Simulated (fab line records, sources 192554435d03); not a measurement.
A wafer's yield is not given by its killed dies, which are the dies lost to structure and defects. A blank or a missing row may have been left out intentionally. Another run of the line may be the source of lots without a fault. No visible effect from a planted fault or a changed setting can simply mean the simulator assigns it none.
fab line records	flow n5Finfet	part 2 of 2: steps 4 to 6 of 6
record lots=23	wafers=69	lastDay=17
route steps=1938 shown BEOL_M10@1514 BEOL_M11@1557 BEOL_M12@1602
lots with no fault: from the same line, run without faults
startH: hours from the record's opening day to when the first of the lot's shown wafers began	waitH: hours since the lot's step before	" same as the row above	L1.1+2: a row that stands for several wafers	- either no value or no given start	* or withheld: withheld	< > ~ a bound
route shown NAME@n: NAME is a module with steps in the file, n the number in the route of the first one	usual: mean/standard deviation taken from wafers without a fault	same: alike in all rows	chamber/n: place in a boat	sites: readings site by site	_std_site: their standard deviation	_edge_site: mean of outer sites minus mean of inner sites	radiusMm: how far each site lies from the wafer's centre	mask NAME#n: copy n	behind: the most recent tool/chamber to have shaped the wafer	hold: what put the lot on hold/how long, in hours/how the hold closed	device: the transistor (n, p or np) that didn't switch	end of line: the same wafers' tests at the end of the route	a step given without rows: its recipe and nothing more	killed: not the wafer's yield, but the dies lost to structure and defects at the first sort	map: the dies of a wafer, with x for killed, . for not killed, _ for no die there
set.NAME: the run value of the setting; set.NAME@STEP: its run value at that earlier step	model.NAME: the simulator's own value behind a step, which no gauge read
the route's steps for a sample of lots (tables are steps, rows are wafers)
services: a tool's chamber out of use, with start hour (startH, from the record's first day; less than 0 if before it), hours out, and reason
## steps
# step N5_BEOL_M11_CMP_52
# recipe stopOn=SiCOH_lowk	tOverpolishS=7	downForcePsi=1	platenRpm=50	clearingPlatenDownForcePsi=1.5	clearingPlatenRpm=50	postCmpClean=cuAlkaline	targetThkNm=140	clearingPlatenPadVelocityMS=0.99484	padVelocityMS=0.99484
# usual barrierFieldEndpointS=28.7/0.68	motorCurrentA=6.1/0.61	overpolishRunS=7.001/0.0085	padLifeWafers=842/490	timeToEndpointS=67/3.1
lot.wafer	tool	chamber	startH	waitH	barrierFieldEndpointS	motorCurrentA	overpolishRunS	padLifeWafers	timeToEndpointS
L074.3	cmp-04	3	217.59	0.2	28.9	7.0	6.995	54	69
L074.1	"	0	"	"	28.3	6.2	7.011	55	62
L074.6	"	0	"	"	29.2	6.3	7.005	-	66
L076.4	cmp-04	2	226.20	0.2	28.4	5.4	7.006	79	67
L076.1	"	3	"	"	28.3	7.3	7.006	80	65
L076.6	"	2	"	"	28.2	5.6	6.997	-	66
L075.1	cmp-02	1	231.45	0.3	27.8	6.3	7.006	1033	68
L075.3	"	3	"	"	27.9	5.7	6.990	1035	63
L075.6	"	1	"	"	28.5	6.7	7.010	-	67
L077.2	cmp-04	0	251.18	0.2	28.5	6.0	7.005	270	67
L077.3	"	2	"	"	28.2	5.6	7.004	272	68
L077.5	"	1	"	"	28.3	5.9	7.001	-	67
L079.2	cmp-04	1	258.16	0.3	28.1	5.9	7.008	330	65
L079.4	"	3	"	"	28.8	7.0	7.013	332	67
L079.6	"	2	"	"	29.2	5.2	7.014	-	70
L081.3	cmp-04	3	260.45	0.2	28.9	7.5	6.997	344	67
L081.6	"	1	"	"	30.3	6.1	7.005	-	69
L081.5	"	2	"	"	29.4	5.6	7.003	-	69
L080.1	cmp-02	2	260.92	0.3	28.8	5.5	6.992	1266	67
L080.4	"	0	"	"	28.5	6.5	7.002	1268	66
L080.5	"	2	"	"	28.9	5.8	7.001	-	68
L078.1	cmp-04	1	261.40	0.3	28.5	6.3	7.000	361	68
L078.2	"	2	"	"	28.8	5.5	7.007	362	72
L078.5	"	1	"	"	29.5	6.0	7.008	-	71
L082.2	cmp-02	3	263.90	0.4	27.9	5.5	7.015	1316	66
L082.1	"	0	"	"	28.5	6.3	7.016	1317	68
L082.5	"	2	"	"	28.7	5.5	6.994	-	68
L083.4	cmp-01	3	284.91	0.2	29.3	7.6	7.013	631	68
L083.2	"	0	"	"	28.9	6.2	6.987	632	68
L083.3	"	1	"	"	29.5	6.0	7.014	633	70
L085.3	cmp-01	0	293.51	0.2	28.8	5.9	7.011	708	68
L085.1	"	2	"	"	28.6	5.5	7.007	710	64
L085.2	"	3	"	"	27.9	7.4	7.002	711	68
L086.4	cmp-02	1	302.75	0.1	30.1	6.0	6.988	1596	71
L086.2	"	3	"	"	29.0	5.6	7.006	1598	64
L086.1	"	0	"	"	29.1	6.3	7.001	1599	68
L088.3	cmp-04	1	306.86	0.2	29.5	5.7	6.989	757	73
L088.2	"	3	"	"	29.3	7.2	6.986	759	74
L088.5	"	1	"	"	30.6	6.0	7.012	-	77
L087.1	cmp-01	1	307.48	0.4	28.6	6.0	6.988	825	69
L087.5	"	2	"	"	27.9	5.4	7.003	-	61
L087.6	"	3	"	"	28.6	7.3	7.002	-	64
L089.2	cmp-01	0	322.55	0.2	28.7	6.0	6.994	955	65
L089.5	"	3	"	"	29.0	7.4	6.999	-	65
L089.6	"	0	"	"	28.3	6.0	7.007	-	63
L091.1	cmp-01	2	328.00	0.3	27.2	6.0	7.012	996	61
L091.2	"	0	"	"	27.8	6.0	6.984	998	63
L091.6	"	2	"	"	27.9	5.5	6.995	-	59
L092.4	cmp-01	1	329.48	0.1	29.6	6.0	6.998	1020	71
L092.1	"	3	"	"	28.2	7.1	6.995	1022	65
L092.2	"	0	"	"	28.1	6.1	6.999	1023	64
L090.1	cmp-01	1	329.79	0.3	29.2	6.2	6.999	1027	69
L090.4	"	2	"	"	27.2	5.7	6.996	1028	62
L090.3	"	3	"	"	27.4	7.2	7.010	1029	66
L093.2	cmp-04	3	336.58	0.3	29.0	6.9	7.009	954	71
L093.6	"	3	"	"	28.8	7.2	7.005	-	69
L093.5	"	0	"	"	29.3	6.0	6.993	-	70
L094.3	cmp-04	3	342.29	0.2	28.9	7.1	7.006	1014	64
L094.4	"	1	"	"	30.8	6.1	6.993	1016	68
L094.5	"	0	"	"	29.8	6.3	7.019	-	65
L095.1	cmp-02	2	345.63	0.3	28.5	5.9	7.007	1914	66
L095.2	"	3	"	"	27.9	5.5	6.992	1915	64
L095.6	"	2	"	"	28.2	5.4	6.986	-	64
L096.2	cmp-02	0	368.32	0.3	28.3	6.4	7.006	25	63
L096.1	"	2	"	"	27.6	5.7	7.012	27	64
L096.5	"	3	"	"	28.3	5.5	6.994	-	65
L097.2	cmp-04	0	368.56	0.2	28.4	6.3	6.997	1248	65
L097.1	"	2	"	"	28.3	5.6	6.989	1250	65
L097.5	"	0	"	"	28.6	6.1	6.988	-	66
# step N5_BEOL_M12_ILD_DEP_00
# recipe material=SiOC	targetThkA=6589.2	tempC=350	precursor=DEMS/O2	pressureTorr=5	rfW=500	timeS=130.7
# usual heaterPowerW=473/72	showerheadPlenumPTorr=5.697/0.015	susceptorTempC=350.00/0.2	throttleValvePct=11.8/0.59
# same timeS=130.7
lot.wafer	tool	chamber	startH	waitH	heaterPowerW	showerheadPlenumPTorr	susceptorTempC	throttleValvePct
L074.1	pecvd-01	0	218.10	0.0	395	5.688	350.13	11.8
L074.3	"	1	"	"	628	5.704	350.41	12.0
L074.6	"	2	"	"	481	5.708	350.12	12.1
L076.1	pecvd-01	1	226.65	0.0	626	5.718	349.81	12.1
L076.4	"	2	"	"	514	5.716	350.17	11.8
L076.6	"	1	"	"	500	5.701	349.98	11.8
L075.1	pecvd-03	1	231.89	0.0	546	5.708	350.12	12.4
L075.3	"	0	"	"	413	5.681	349.86	11.9
L075.6	"	2	"	"	339	5.685	349.97	11.2
L077.2	pecvd-04	0	251.67	0.0	452	5.673	349.95	12.0
L077.3	"	1	"	"	505	5.684	350.11	13.2
L077.5	"	0	"	"	477	5.675	349.88	12.2
L079.2	pecvd-04	2	258.67	0.0	526	5.725	350.14	10.6
L079.4	"	1	"	"	452	5.687	349.81	12.7
L079.6	"	0	"	"	479	5.688	349.76	11.8
L081.3	pecvd-01	0	261.17	0.1	414	5.672	350.05	11.8
L081.5	"	0	"	"	449	5.675	350.29	11.6
L081.6	"	1	"	"	498	5.705	350.17	12.1
L080.1	pecvd-01	0	261.45	0.0	459	5.687	349.87	11.8
L080.4	"	0	"	"	361	5.688	349.68	11.4
L080.5	"	0	"	"	394	5.678	349.78	11.6
L078.1	pecvd-03	1	261.85	0.0	564	5.717	350.08	12.6
L078.2	"	2	"	"	344	5.694	349.49	11.2
L078.5	"	2	"	"	386	5.679	349.65	11.4
L082.1	pecvd-01	1	264.30	0.0	534	5.703	349.97	12.0
L082.2	"	0	"	"	369	5.682	349.62	11.4
L082.5	"	0	"	"	423	5.685	349.79	11.3
L083.2	pecvd-03	1	285.36	0.0	519	5.730	350.12	12.4
L083.3	"	2	"	"	403	5.687	350.08	11.2
L083.4	"	1	"	"	514	5.711	349.69	12.6
L085.1	pecvd-04	2	293.99	0.0	531	5.708	349.92	10.8
L085.2	"	0	"	"	406	5.686	349.78	11.9
L085.3	"	1	"	"	455	5.696	350.09	12.9
L086.1	pecvd-01	2	303.23	0.0	544	5.695	350.09	10.8
L086.2	"	0	"	"	430	5.686	350.18	11.5
L086.4	"	0	"	"	444	5.677	349.90	11.5
L088.2	pecvd-03	1	307.30	0.0	520	5.712	350.18	12.6
L088.3	"	1	"	"	553	5.715	350.05	12.3
L088.5	"	1	"	"	456	5.719	349.96	12.1
L087.1	pecvd-01	0	307.87	0.0	373	5.693	350.21	11.7
L087.5	"	2	"	"	493	5.700	350.22	10.8
L087.6	"	0	"	"	402	5.679	350.08	11.7
L089.2	pecvd-03	1	322.99	0.0	466	5.732	350.10	12.3
L089.5	"	1	"	"	496	5.717	349.90	12.5
L089.6	"	0	"	"	439	5.684	350.31	12.0
L091.1	pecvd-03	2	328.48	0.0	354	5.696	349.87	11.5
L091.2	"	1	"	"	490	5.706	350.05	12.4
L091.6	"	1	"	"	518	5.724	350.07	12.5
L092.1	pecvd-03	1	329.97	0.0	536	5.723	349.82	12.5
L092.2	"	0	"	"	393	5.674	349.74	12.2
L092.4	"	0	"	"	420	5.708	350.14	12.4
L090.1	pecvd-01	1	330.24	0.0	529	5.703	350.04	12.0
L090.3	"	0	"	"	423	5.657	350.21	11.6
L090.4	"	1	"	"	550	5.706	349.95	12.1
L093.2	pecvd-01	0	337.06	0.0	362	5.694	349.76	11.8
L093.5	"	0	"	"	387	5.673	349.71	12.0
L093.6	"	1	"	"	590	5.720	350.34	12.1
L094.3	pecvd-01	1	342.78	0.0	597	5.692	349.94	12.2
L094.4	"	2	"	"	424	5.706	349.88	10.5
L094.5	"	0	"	"	441	5.694	350.12	11.7
L095.1	pecvd-01	2	346.12	0.0	515	5.691	350.06	11.0
L095.2	"	0	"	"	377	5.679	349.95	11.7
L095.6	"	0	"	"	410	5.682	349.74	11.7
L096.1	pecvd-03	0	368.77	0.0	398	5.700	350.19	11.9
L096.2	"	2	"	"	400	5.697	349.94	11.5
L096.5	"	0	"	"	440	5.686	350.09	12.1
L097.1	pecvd-03	1	369.05	0.0	533	5.710	350.00	12.7
L097.2	"	0	"	"	393	5.716	349.89	12.1
L097.5	"	2	"	"	418	5.688	349.97	11.3
# step N5_BEOL_M12_OVL_MEAS_11
# recipe pointsPerWafer=44
# usual V11_OVL=1/5.6
lot.wafer	tool	chamber	startH	waitH	V11_OVL[nm]
L074.1	overlay-01	0	218.69	0.0	2
L074.3	"	0	"	"	-3
L074.6	"	0	"	"	4
L076.1	overlay-01	0	227.24	0.0	6
L076.4	"	0	"	"	-12
L076.6	"	0	"	"	1
L075.1	overlay-02	0	232.49	0.0	0
L075.3	"	0	"	"	1
L075.6	"	0	"	"	4
L077.2	overlay-02	0	252.29	0.0	-5
L077.3	"	0	"	"	-8
L077.5	"	0	"	"	-4
L079.2	overlay-02	0	259.26	0.0	-7
L079.4	"	0	"	"	-12
L079.6	"	0	"	"	-2
L081.3	overlay-02	0	261.63	0.0	-8
L081.5	"	0	"	"	-9
L081.6	"	0	"	"	-4
L080.1	overlay-02	0	262.08	0.0	-4
L080.4	"	0	"	"	1
L080.5	"	0	"	"	3
L078.1	overlay-01	0	262.44	0.0	3
L078.2	"	0	"	"	-1
L078.5	"	0	"	"	-3
L082.1	overlay-02	0	264.83	0.0	-4
L082.2	"	0	"	"	-6
L082.5	"	0	"	"	-12
L083.2	overlay-02	0	285.95	0.0	3
L083.3	"	0	"	"	6
L083.4	"	0	"	"	1
L085.1	overlay-01	0	294.58	0.0	5
L085.2	"	0	"	"	-6
L085.3	"	0	"	"	-1
L086.1	overlay-01	0	303.70	0.0	6
L086.2	"	0	"	"	5
L086.4	"	0	"	"	0
L088.2	overlay-02	0	307.95	0.0	0
L088.3	"	0	"	"	2
L088.5	"	0	"	"	6
L087.1	overlay-01	0	308.46	0.0	3
L087.5	"	0	"	"	0
L087.6	"	0	"	"	3
L089.2	overlay-01	0	323.46	0.0	1
L089.5	"	0	"	"	-2
L089.6	"	0	"	"	-1
L091.1	overlay-02	0	328.94	0.0	-6
L091.2	"	0	"	"	-4
L091.6	"	0	"	"	6
L092.1	overlay-01	0	330.56	0.0	15
L092.2	"	0	"	"	4
L092.4	"	0	"	"	6
L090.1	overlay-02	0	330.70	0.0	9
L090.3	"	0	"	"	5
L090.4	"	0	"	"	5
L093.2	overlay-01	0	337.53	0.0	-3
L093.5	"	0	"	"	-4
L093.6	"	0	"	"	-6
L094.3	overlay-01	0	343.25	0.0	6
L094.4	"	0	"	"	2
L094.5	"	0	"	"	-2
L095.1	overlay-01	0	346.71	0.0	-6
L095.2	"	0	"	"	-5
L095.6	"	0	"	"	-10
L096.1	overlay-02	0	369.36	0.0	2
L096.2	"	0	"	"	0
L096.5	"	0	"	"	0
L097.1	overlay-02	0	369.51	0.0	0
L097.2	"	0	"	"	3
L097.5	"	0	"	"	7
## services
tool	chamber	startH	hours	kind
rieDiel-01	1	187.31	5.4	repair
cmp-01	-	189.59	0.3	repair
cmp-01	-	193.67	4.0	pm
rieMetal-02	1	206.40	14.0	repair
cmp-04	-	206.70	4.0	pm
cmp-02	-	208.01	1.8	repair
cmp-04	-	217.95	6.5	repair
cmp-01	-	218.47	1.5	repair
pecvd-01	-	219.34	6.0	pm
rieMetal-02	0	219.95	4.2	repair
rieDiel-02	0	227.10	2.8	repair
pecvd-01	2	234.42	2.5	repair
rieMetal-03	-	234.61	0.4	repair
cmp-01	-	241.90	1.7	repair
cmp-01	-	256.66	12.8	pm
rieDiel-02	1	264.14	12.0	repair
pecvd-03	2	270.65	2.1	repair
rieDiel-05	1	280.42	2.5	repair
pecvd-03	0	303.45	5.0	repair
cmp-04	-	308.37	1.9	repair
pecvd-01	0	316.01	5.0	repair
rieMetal-02	-	335.67	1.4	pm
rieMetal-03	-	336.93	0.2	repair
pecvd-01	-	338.32	2.8	pm
